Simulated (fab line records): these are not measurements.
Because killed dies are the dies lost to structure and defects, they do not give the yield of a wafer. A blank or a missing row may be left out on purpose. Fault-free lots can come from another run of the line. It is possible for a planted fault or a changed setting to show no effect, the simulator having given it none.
Which tool did it? ; flow nand-harc ; 33 wafers from 11 lots sampled at 5 of the route's 1302 steps

WHAT THE GAUGES READ, wafer by wafer
NHARC_A_BONDPAD_CD_MEAS_09: target cd 500 nm.
lot;measured;on;cd-nm (nm)
L668;day 23 19:16;cd-sem-02;499.4 499.2 499.1
L666;day 23 20:43;cd-sem-02;500.7 500.5 501.3
L665;day 23 23:00;cd-sem-02;499.6 499.0 498.6
L669;day 24 19:26;cd-sem-02;499.8 498.7 499.4
L672;day 26 02:38;cd-sem-02;500.5 502.7 501.7
L675;day 28 03:07;cd-sem-03;500.6 500.0 499.9
L673;day 28 04:21;cd-sem-01;501.8 500.3 500.8
L680;day 29 10:36;cd-sem-02;488.9 488.7 489.5
L682;day 29 18:48;cd-sem-03;491.0 492.6 490.9
L687;day 32 02:10;cd-sem-02;496.6 498.5 499.4
L686;day 32 19:07;cd-sem-01;500.2 500.4 500.1

WHAT TOOL EACH LOT RAN ON (gives the tool, then ch and the chambers of the sampled wafers, and finally the start)
lot;NHARC_A_M1_STRIP_18;NHARC_A_M1_PVD_21;NHARC_A_BONDPAD_CMP_29;NHARC_A_BONDPAD_EXPOSE_06
L668;rie-diel-05 ch 0,2,3, day 23 15:01;pvd-sputter-01, day 23 18:34 or earlier;cmp-02 ch 0,1,3, day 23 18:34;krf-scanner-04 ch 0, day 23 19:06
L666;rie-diel-06 ch 1,2,3, day 23 16:38;pvd-sputter-01, day 23 19:55 or earlier;cmp-02 ch 1,3, day 23 19:55;krf-scanner-01 ch 0, day 23 20:34
L665;rie-diel-09 ch 1,3, day 23 18:51;pvd-sputter-01, day 23 22:20 or earlier;cmp-03 ch 0,2, day 23 22:20;krf-scanner-01 ch 0, day 23 22:51
L669;rie-diel-06 ch 0,1,2, day 24 15:20;pvd-sputter-01, day 24 18:40 or earlier;cmp-03 ch 0,1,2, day 24 18:40;krf-scanner-02 ch 0, day 24 19:17
L672;rie-diel-09 ch 1,2,3, day 25 22:38;pvd-sputter-01, day 26 01:58 or earlier;cmp-02 ch 2,3, day 26 01:58;krf-scanner-01 ch 0, day 26 02:29
L675;rie-diel-05 ch 1,2,3, day 27 23:03;pvd-sputter-01, day 28 02:20 or earlier;cmp-04 ch 0,1,3, day 28 02:20;krf-scanner-04 ch 0, day 28 02:58
L673;rie-diel-06 ch 1,3, day 28 00:16;pvd-sputter-01, day 28 03:34 or earlier;cmp-03 ch 1,2,3, day 28 03:34;krf-scanner-02 ch 0, day 28 04:12
L680;rie-diel-05 ch 0,3, day 29 06:24;pvd-sputter-01, day 29 09:56 or earlier;cmp-04 ch 0,1,3, day 29 09:56;krf-scanner-02 ch 0, day 29 10:26
L682;rie-diel-05 ch 0,2,3, day 29 14:49;pvd-sputter-03, day 29 18:10 or earlier;cmp-02 ch 1,2,3, day 29 18:10;krf-scanner-02 ch 0, day 29 18:39
L687;rie-diel-05 ch 2,3, day 31 22:02;pvd-sputter-01, day 32 01:23 or earlier;cmp-02 ch 1,3, day 32 01:23;krf-scanner-01 ch 0, day 32 02:02
L686;rie-diel-06 ch 0,2,3, day 32 15:00;pvd-sputter-01, day 32 18:20 or earlier;cmp-04 ch 0,1,3, day 32 18:20;krf-scanner-04 ch 0, day 32 18:58
- NHARC_A_M1_STRIP_18: strips in N2/H2.
- NHARC_A_M1_PVD_21: deposits Cu, target thk 30 nm, time 20.49 s.
- NHARC_A_BONDPAD_CMP_29: polishes SiCN, target thk 200 nm.
- NHARC_A_BONDPAD_EXPOSE_06: exposes mask A BPAD.

THE ANSWER, worked out from the rows above alone
Rule: the usual values come from the lots themselves. Put in order of their means at a reading, lots are off if they are a third of the lots or fewer, leave a main group of 4 or more, and stand apart from it by a gap of 3 or more times the standard deviation of the main group's means; of several such gaps the widest counts. If all means in a main group match to the digits the tables above print for the reading, that group is not used. Also off: a lot with no number at a reading for which 4 or more lots have one. All remaining lots with rows at the step are treated as sound.
Off: L680, L682 (NHARC_A_BONDPAD_CD_MEAS_09, cd-nm). For the main group the mean is 500.0 nm and the standard deviation 1.
If a tool, at a process step before that reading, ran all the lots that are off and no sound lot after the first of them, it fits. Those tools and the gauges at NHARC_A_BONDPAD_CD_MEAS_09 are tried in the same way. NHARC_A_M1_PVD_21: start missing for some lots; hours and lot order therefore follow NHARC_A_BONDPAD_CMP_29. One fits: krf-scanner-02 at NHARC_A_BONDPAD_EXPOSE_06. A fault onset in the window from L673 (day 28 04:12, its last sound lot) to L680 (day 29 10:26, its first lot off) fits.

WHAT WAS PUT IN BY THE SIMULATOR
Drift in process parameters on krf-scanner-02 at NHARC_A_BONDPAD_EXPOSE_06, starting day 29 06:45. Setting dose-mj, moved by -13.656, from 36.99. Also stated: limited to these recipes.
Lots struck among those shown: L680, L682. The rule given above showed the same thing.
